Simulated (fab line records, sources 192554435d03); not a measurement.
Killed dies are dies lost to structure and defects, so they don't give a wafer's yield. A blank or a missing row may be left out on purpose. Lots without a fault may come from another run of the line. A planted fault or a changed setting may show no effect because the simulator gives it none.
Split-lot experiment | flow n5_finfet | 7 lots, 21 wafers read, on a route of 1938 steps

THE SPLIT
At N5_BEOL_M6_COAT_60 (time 60 s, resist thk 35 nm), the setting spin_rpm was moved away from the recipe's 1500 rpm on 9 of the 21 wafers read, by -10.9% to +6.3%. The other wafers ran this setting at the recipe's value.

FROM THE SPLIT TO THE READING: what the file shows between them, 3 steps
- N5_BEOL_M6_COAT_05: resist thk 90 nm
- N5_BEOL_M6_EBR_07
- N5_BEOL_M6_DESCUM_16: chemistry O2, time 7.9 s

THE READING
etch.depth_nm (the simulator's own value, which no gauge read), in nm, at N5_BEOL_M6_ETCH_61 (etches SiARC in CF4, target depth 45.5 nm, time 75.8 s). The file gives no usual value for it. The 12 wafers here that ran the recipe average 35.03 nm, standard deviation 0.08 nm.

wafer  | tool, chamber at the split | spin_rpm as run, rpm | against the recipe | etch.depth_nm, nm | against lot-mates on the recipe
L074.3 | litho_track-01, 0          | 1593                 | +6.2%              | 33.84             | no lot-mate on the recipe
L074.4 | litho_track-01, 0          | 1593                 | +6.2%              | 34.06             | no lot-mate on the recipe
L074.6 | litho_track-01, 0          | 1593                 | +6.2%              | 33.95             | no lot-mate on the recipe
L075.1 | litho_track-03, 0          | 1500                 | recipe             | 34.93             | -
L075.3 | litho_track-03, 0          | 1500                 | recipe             | 34.99             | -
L075.4 | litho_track-03, 0          | 1500                 | recipe             | 34.99             | -
L079.1 | litho_track-02, 0          | 1500                 | recipe             | 35.15             | -
L079.3 | litho_track-02, 0          | 1500                 | recipe             | 35.16             | -
L079.6 | litho_track-02, 0          | 1595                 | +6.3%              | 34.15             | -1.01
L083.2 | litho_track-01, 0          | 1500                 | recipe             | 35.09             | -
L083.4 | litho_track-01, 0          | 1408                 | -6.1%              | 36.14             | +1.05
L083.6 | litho_track-01, 0          | 1408                 | -6.1%              | 36.25             | +1.16
L087.1 | litho_track-02, 0          | 1336                 | -10.9%             | 37.18             | +2.09
L087.4 | litho_track-02, 0          | 1500                 | recipe             | 35.09             | -
L087.6 | litho_track-02, 0          | 1336                 | -10.9%             | 37.13             | +2.04
L090.3 | litho_track-01, 0          | 1500                 | recipe             | 35.03             | -
L090.4 | litho_track-01, 0          | 1500                 | recipe             | 35.06             | -
L090.5 | litho_track-01, 0          | 1500                 | recipe             | 35.05             | -
L091.2 | litho_track-01, 0          | 1500                 | recipe             | 34.99             | -
L091.5 | litho_track-01, 0          | 1437                 | -4.2%              | 35.55             | +0.61
L091.6 | litho_track-01, 0          | 1500                 | recipe             | 34.88             | -

THE FIT
A straight line over all 21 wafers: etch.depth_nm changes by -0.181 nm for each +1% of spin_rpm; r = -0.99; the points scatter about the line by 0.12 nm.
The same after taking each lot's own level away (the mean of its wafers on the recipe; 18 wafers): -0.181 nm for each +1%; r = -1.00; scatter 0.067 nm.
On that fit, the largest move of spin_rpm shifts the reading by 2 nm.
The lots' own levels span 34.935 to 35.155 nm, that is 2.7 times the standard deviation above.
So the lot-to-lot level changes the slope little: the two slopes agree.
Check: with one of the wafers moved furthest among these (-10.9%) left out of the fit, the line predicts +1.94 nm for it against its lot-mates. It came out at +2.09 nm against them.

THE WHOLE CHAIN: every reading that the file lists as answering this split, in the file's order
step               | what it does                                           | reading                                                                            | change (the file's fit)               | r (the file's)
N5_BEOL_M6_COAT_60 | time 60 s, resist thk 35 nm                            | SiARC_of_BEOL_M6_COAT_60.thk_nm (the simulator's own value, which no gauge read)   | -0.189 nm for each +1% of the setting | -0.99
N5_BEOL_M6_ETCH_61 | etches SiARC in CF4, target depth 45.5 nm, time 75.8 s | CAR-ArF_of_BEOL_M6_COAT_05.thk_nm (the simulator's own value, which no gauge read) | +0.179 nm for each +1% of the setting | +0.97
N5_BEOL_M6_ETCH_61 | etches SiARC in CF4, target depth 45.5 nm, time 75.8 s | etch.depth_nm (the simulator's own value, which no gauge read)                     | -0.179 nm for each +1% of the setting | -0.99

THE FILE'S OWN FIT
etch.depth_nm changes by -0.179 nm for each +1% of spin_rpm, r = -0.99.
